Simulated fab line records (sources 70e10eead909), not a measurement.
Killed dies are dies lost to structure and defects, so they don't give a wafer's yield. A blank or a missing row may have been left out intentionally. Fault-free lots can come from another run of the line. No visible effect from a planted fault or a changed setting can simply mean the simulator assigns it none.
Chamber matching ; flow nand harc ; NHARC_P_GATE_DESCUM_13 on rie diel-06: 3 sister chambers
The step chemistry O2, time 3 s. 14 wafers are shown with their chamber, then 6 later ones without.

WAFERS WITH THEIR CHAMBER
wafer;chamber;oes product au (a.u.);rf vpp V (V);throttle valve pct (%)
L076.1;1;1.014;59.2;11.316
L076.5;1;1.027;58.1;11.313
L076.6;0;1.027;59.0;11.311
L079.2;3;0.976;57.4;11.311
L079.4;0;1.011;57.4;11.301
L079.5;1;1.019;58.8;11.298
L081.4;3;0.991;57.2;11.309
L081.5;1;1.020;57.7;11.321
L081.6;0;1.014;56.6;11.322
L085.1;3;0.991;57.7;11.325
L085.4;1;1.002;57.5;11.313
L085.5;3;1.001;57.7;11.327
L088.1;3;0.999;57.7;11.296
L088.3;1;1.005;58.4;11.310

SIGNATURES (means of the wafers above)
reading;chamber 0;chamber 1;chamber 3;scatter within a chamber
oes product au;1.01733;1.01450;0.99160;0.00946
rf vpp V;57.667;58.283;57.540;0.695
throttle valve pct;11.31133;11.31183;11.31360;0.0103
Rule: a wafer lies at a distance from a chamber equal to the root of the sum of squares, over the readings, of (its reading less the chamber's mean, divided by the reading's scatter). The wafer belongs to the nearest chamber; if the next one is less than 2 further off, it can't be placed. The scatter is the square root of a quotient: the sum, over the shown wafers, of each reading's squared deviation from its chamber's mean, divided by wafers minus chambers.

WAFERS WITHOUT THEIR CHAMBER
wafer;oes product au (a.u.);rf vpp V (V);throttle valve pct (%)
L088.4;0.992;57.9;11.312
L092.1;0.994;56.5;11.321
L092.2;0.994;59.2;11.304
L094.1;0.993;57.8;11.306
L094.4;0.970;57.4;11.321
L094.5;0.990;57.4;11.317

EACH ONE'S CHAMBER
wafer;from the rows above;in truth
L088.4;can't be placed: 3 or 1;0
L092.1;can't be placed: 3 or 0 or 1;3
L092.2;can't be placed: 3 or 1 or 0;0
L094.1;can't be placed: 3 or 1 or 0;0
L094.4;3;3
L094.5;3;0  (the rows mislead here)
1 of 6 placed correctly. Cannot be placed on the basis of these rows: 4; the candidates contain the true chamber in 3. 1 placed wrongly.
